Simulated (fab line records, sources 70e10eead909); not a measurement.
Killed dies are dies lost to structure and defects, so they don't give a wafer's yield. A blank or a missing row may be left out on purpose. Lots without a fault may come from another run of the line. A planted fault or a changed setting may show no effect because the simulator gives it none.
Which tool did it? | flow nand_harc | 12 lots, 34 wafers sampled, at 6 steps of a route of 1159

WHAT THE GAUGES READ, wafer by wafer
NHARC_END_SORT_01. Usual: defect_limited_yield 95.6 %, standard deviation 1.4; killed_at_array 25, standard deviation 9.2; killed_at_other 0.8, standard deviation 1.2; killed_at_periphery 3.9, standard deviation 2.6; killed_dies 30, standard deviation 9.7; killed_open 3.4, standard deviation 1.9; killed_short 2.0, standard deviation 1.4; sort_bin_2_pct 1.4 %, standard deviation 0.62; sort_bin_3_pct 0.24 %, standard deviation 0.2; sort_bin_4_pct 2.8 %, standard deviation 0.92; sort_n_pass 647, standard deviation 9.7; sort_rim_yield_pct 94 %, standard deviation 3.3; sort_yield_pct 95.6 %, standard deviation 1.4.
lot  | measured     | on        | defect_limited_yield (%) | killed_at_array | killed_at_other | killed_at_periphery | killed_dies | killed_open | killed_short | sort_bin_2_pct (%) | sort_bin_3_pct (%) | sort_bin_4_pct (%) | sort_n_pass | sort_rim_yield_pct (%) | sort_yield_pct (%) | flag
L569 | day 21 11:52 | prober-01 | 96.2                     | 20              | 1               | 5                   | 26          | 2           | 1            | 1.3                | 0.30               | 2.2                | 651         | 97                     | 96.2               |
L580 | day 23 16:43 | prober-02 | 96.6 96.8 97.9           | 19 19 10        | 1 1 1           | 3 2 3               | 23 22 14    | 6 7 2       | 2 3 1        | 0.7 0.7 0.9        | 0.30 0.30 0.15     | 2.4 2.2 1.0        | 654 655 663 | 94 98 97               | 96.6 96.8 97.9     |
L579 | day 23 09:42 | prober-01 | 95.0 94.2 95.4           | 27 31 25        | 0 1 2           | 7 7 4               | 34 39 31    | 2 2 3       | 2 4 1        | 1.3 2.1 1.6        | 0.30 0.15 0.30     | 3.4 3.5 2.7        | 643 638 646 | 88 88 93               | 95.0 94.2 95.4     |
L584 | day 24 09:05 | prober-02 | 94.2 94.8 95.4           | 32 33 28        | 4 2 1           | 3 0 2               | 39 35 31    | 6 5 0       | 1 2 2        | 2.2 2.2 1.8        | 0.30 0 0.89        | 3.2 3.0 1.9        | 638 642 646 | 96 96 88               | 94.2 94.8 95.4     |

WHICH TOOL RAN EACH LOT (tool, then ch and the chambers of the sampled wafers, then the start)
lot  | NHARC_A_BLC_CMP_25            | NHARC_A_M0_STRIP_18                | NHARC_A_M0_PVD_20                       | NHARC_A_M0_ECD_22              | NHARC_A_M0_CMP_23
L563 | cmp-03 ch 0,1,2, day 18 01:53 | rie_diel-03 ch 0,1,3, day 18 03:40 | pvd_sputter-03, day 18 04:37 or earlier | ecd_cu-02 ch 0,1, day 18 04:37 | cmp-04 ch 0,2,3, day 18 05:17
L565 | cmp-03 ch 2,3, day 18 02:20   | rie_diel-05 ch 0,3, day 18 04:25   | pvd_sputter-03, day 18 05:23 or earlier | ecd_cu-01 ch 0,1, day 18 05:23 | cmp-01 ch 0,1,3, day 18 06:06
L564 | cmp-03 ch 0,2, day 18 02:39   | rie_diel-10 ch 1,2,3, day 18 04:36 | pvd_sputter-01, day 18 05:29 or earlier | ecd_cu-02 ch 0,1, day 18 05:29 | cmp-02 ch 0,3, day 18 06:21
L566 | cmp-04 ch 0,1,3, day 18 14:22 | rie_diel-05 ch 0,2,3, day 18 16:14 | pvd_sputter-01, day 18 17:09 or earlier | ecd_cu-01 ch 0,1, day 18 17:09 | cmp-01 ch 1,2,3, day 18 17:52
L570 | cmp-03 ch 2,3, day 19 10:47   | rie_diel-05 ch 2, day 19 12:32     | pvd_sputter-01, day 19 13:28 or earlier | ecd_cu-02 ch 0, day 19 13:28   | cmp-01 ch 0,1, day 19 14:15
L569 | cmp-03 ch 1,2, day 19 13:43   | rie_diel-03 ch 0,3, day 19 15:32   | pvd_sputter-03, day 19 16:42 or earlier | ecd_cu-02 ch 0,1, day 19 16:42 | cmp-04 ch 0,3, day 19 17:23
L576 | cmp-04 ch 1,2,3, day 20 08:02 | rie_diel-05 ch 0,2, day 20 09:53   | pvd_sputter-01, day 20 10:52 or earlier | ecd_cu-01 ch 0,1, day 20 10:52 | cmp-01 ch 0,3, day 20 11:33
L580 | cmp-04 ch 0,3, day 21 16:48   | rie_diel-03 ch 0,1,2, day 21 18:35 | pvd_sputter-01, day 21 19:26 or earlier | ecd_cu-01 ch 0,1, day 21 19:26 | cmp-02 ch 0,3, day 21 20:09
L579 | cmp-03 ch 0,1, day 21 17:13   | rie_diel-05 ch 0,1,2, day 21 19:40 | pvd_sputter-02, day 21 20:43 or earlier | ecd_cu-01 ch 0,1, day 21 20:43 | cmp-02 ch 1,2,3, day 21 21:23
L583 | cmp-01 ch 1,2, day 22 03:25   | rie_diel-05 ch 1,2,3, day 22 05:14 | pvd_sputter-03, day 22 06:06 or earlier | ecd_cu-01 ch 0,1, day 22 06:06 | cmp-02 ch 1,2,3, day 22 06:53
L584 | cmp-01 ch 1,2, day 22 11:28   | rie_diel-03 ch 1,2, day 22 13:13   | pvd_sputter-02, day 22 14:12 or earlier | ecd_cu-01 ch 0,1, day 22 14:12 | cmp-04 ch 1,2,3, day 22 14:53
L586 | cmp-04 ch 0,1,3, day 23 21:38 | rie_diel-10 ch 0,1,2, day 23 23:43 | pvd_sputter-03, day 24 00:41 or earlier | ecd_cu-02 ch 0,1, day 24 00:41 | cmp-02 ch 0,2,3, day 24 01:28
- NHARC_A_BLC_CMP_25: polishes, t overpolish 30 s, target thk 150 nm.
- NHARC_A_M0_STRIP_18: strips in N2/H2.
- NHARC_A_M0_PVD_20: deposits TaN, target thk 5 nm, time 8.06 s.
- NHARC_A_M0_ECD_22: material Cu, target thk 400 nm.
- NHARC_A_M0_CMP_23: polishes, t overpolish 20 s, target thk 113.75 nm.

WHAT THE TOOLS THEMSELVES READ (means of the sampled wafers that have a number; where no wafer has one, the mark that the record gives instead)
NHARC_A_BLC_CMP_25. Usual: motor_current_A 11.2 A, standard deviation 0.87; overpolish_run_s 30.000 s, standard deviation 0.0095; time_to_endpoint_s 29.3 s, standard deviation 2.8.
lot  | tool   | motor_current_A (A) | overpolish_run_s (s) | time_to_endpoint_s (s) | flag
L563 | cmp-03 | 11.2                | 30.003               | 27.1                   |
L565 | cmp-03 | 11.2                | 30.006               | 27.7                   |
L564 | cmp-03 | 11.5                | 29.999               | 27.3                   |
L566 | cmp-04 | 10.8                | 29.996               | 27.8                   |
L570 | cmp-03 | 11.7                | 30.015               | 28.9                   |
L569 | cmp-03 | 11.8                | 29.993               | 30.1                   |
L576 | cmp-04 | 10.1                | 30.005               | 26.0                   |
L580 | cmp-04 | 11.4                | 29.997               | 31.0                   |
L579 | cmp-03 | 11.6                | 29.993               | 26.6                   |
L583 | cmp-01 | 11.0                | 30.007               | 27.0                   |
L584 | cmp-01 | 10.9                | 30.002               | 29.7                   |
L586 | cmp-04 | 10.8                | 29.994               | 34.7                   |

NHARC_A_M0_STRIP_18. Usual: drypump_motor_current_A 5.7 A, standard deviation 0.31; oes_product_au 1.004 a.u., standard deviation 0.011; rf_vpp_V 90.7 V, standard deviation 1; showerhead_plenum_p_Torr 2.05 Torr, standard deviation 0.11; throttle_valve_pct 14.171 %, standard deviation 0.0097.
lot  | tool        | drypump_motor_current_A (A) | oes_product_au (a.u.) | rf_vpp_V (V) | showerhead_plenum_p_Torr (Torr) | throttle_valve_pct (%) | flag
L563 | rie_diel-03 | 5.9                         | 1.015                 | 90.3         | 2.07                            | 14.164                 |
L565 | rie_diel-05 | 5.8                         | 0.991                 | 90.0         | 2.02                            | 14.175                 |
L564 | rie_diel-10 | 5.7                         | 1.008                 | 90.3         | 2.07                            | 14.162                 |
L566 | rie_diel-05 | 5.6                         | 0.987                 | 91.2         | 2.06                            | 14.167                 |
L570 | rie_diel-05 | 5.5                         | 1.010                 | 91.5         | 2.20                            | 14.172                 |
L569 | rie_diel-03 | 5.9                         | 1.012                 | 90.2         | 2.03                            | 14.167                 |
L576 | rie_diel-05 | 5.9                         | 0.994                 | 91.0         | 2.12                            | 14.175                 |
L580 | rie_diel-03 | 5.8                         | 1.015                 | 91.5         | 2.09                            | 14.172                 |
L579 | rie_diel-05 | 5.7                         | 0.996                 | 91.4         | 2.11                            | 14.172                 |
L583 | rie_diel-05 | 5.5                         | 0.995                 | 90.9         | 2.06                            | 14.178                 |
L584 | rie_diel-03 | 5.6                         | 1.011                 | 90.4         | 2.02                            | 14.176                 |
L586 | rie_diel-10 | 5.4                         | 1.003                 | 91.0         | 2.07                            | 14.171                 |

NHARC_A_M0_PVD_20. Usual: substrate_temp_c 50.01 C, standard deviation 0.12; throttle_valve_pct 30.2 %, standard deviation 0.57.
lot  | tool           | substrate_temp_c (C) | throttle_valve_pct (%) | flag
L563 | pvd_sputter-03 | 50.00                | 30.0                   |
L565 | pvd_sputter-03 | 49.97                | 30.0                   |
L564 | pvd_sputter-01 | 50.14                | 30.6                   |
L566 | pvd_sputter-01 | 50.02                | 30.5                   |
L570 | pvd_sputter-01 | 50.14                | 30.5                   |
L569 | pvd_sputter-03 | 50.08                | 29.7                   |
L576 | pvd_sputter-01 | 50.05                | 30.8                   |
L580 | pvd_sputter-01 | 50.12                | 30.7                   |
L579 | pvd_sputter-02 | 49.96                | 30.6                   |
L583 | pvd_sputter-03 | 49.93                | 30.3                   |
L584 | pvd_sputter-02 | 49.91                | 30.0                   |
L586 | pvd_sputter-03 | 50.09                | 29.8                   |

NHARC_A_M0_CMP_23. Usual: motor_current_A 12.2 A, standard deviation 1.9; time_to_endpoint_s 28.7 s, standard deviation 2.2.
lot  | tool   | motor_current_A (A) | time_to_endpoint_s (s) | flag
L563 | cmp-04 | 11.0                | 30.9                   |
L565 | cmp-01 | 11.8                | 26.6                   |
L564 | cmp-02 | 13.3                | 30.0                   |
L566 | cmp-01 | 12.0                | 27.4                   |
L570 | cmp-01 | 10.9                | 9.6                    | OFF
L569 | cmp-04 | 11.2                | 21.3                   | OFF
L576 | cmp-01 | 12.0                | 27.4                   |
L580 | cmp-02 | 14.7                | 30.2                   |
L579 | cmp-02 | 13.9                | 29.1                   |
L583 | cmp-02 | 13.8                | 28.9                   |
L584 | cmp-04 | 10.6                | 27.1                   |
L586 | cmp-02 | 13.3                | 28.9                   |

THE ANSWER, worked out from the rows above alone
Rule: a lot is off if the mean of its wafers that have a number lies more than 3 standard deviations from the usual mean. A lot without any number at a reading at which 4 lots or more have one is off too. The other lots that the step has rows for count as sound. The gauges are gone through in route order, then the tools' own readings, and for those a lot's mean is taken as printed above. The first step at which some lot is off is used, and at that step the reading that is off furthest; a lot without a number counts as furthest.
Off: L570, L569, at NHARC_A_M0_CMP_23 (time_to_endpoint_s).
A tool fits if, at that step or a process step before it, it ran every lot that is off, and no sound lot after the first of them. NHARC_A_M0_PVD_20 gives no start for some lots, so the hours and the order of its lots are those of NHARC_A_M0_ECD_22. None of those tried fits.

WHAT THE SIMULATOR HAD PUT IN
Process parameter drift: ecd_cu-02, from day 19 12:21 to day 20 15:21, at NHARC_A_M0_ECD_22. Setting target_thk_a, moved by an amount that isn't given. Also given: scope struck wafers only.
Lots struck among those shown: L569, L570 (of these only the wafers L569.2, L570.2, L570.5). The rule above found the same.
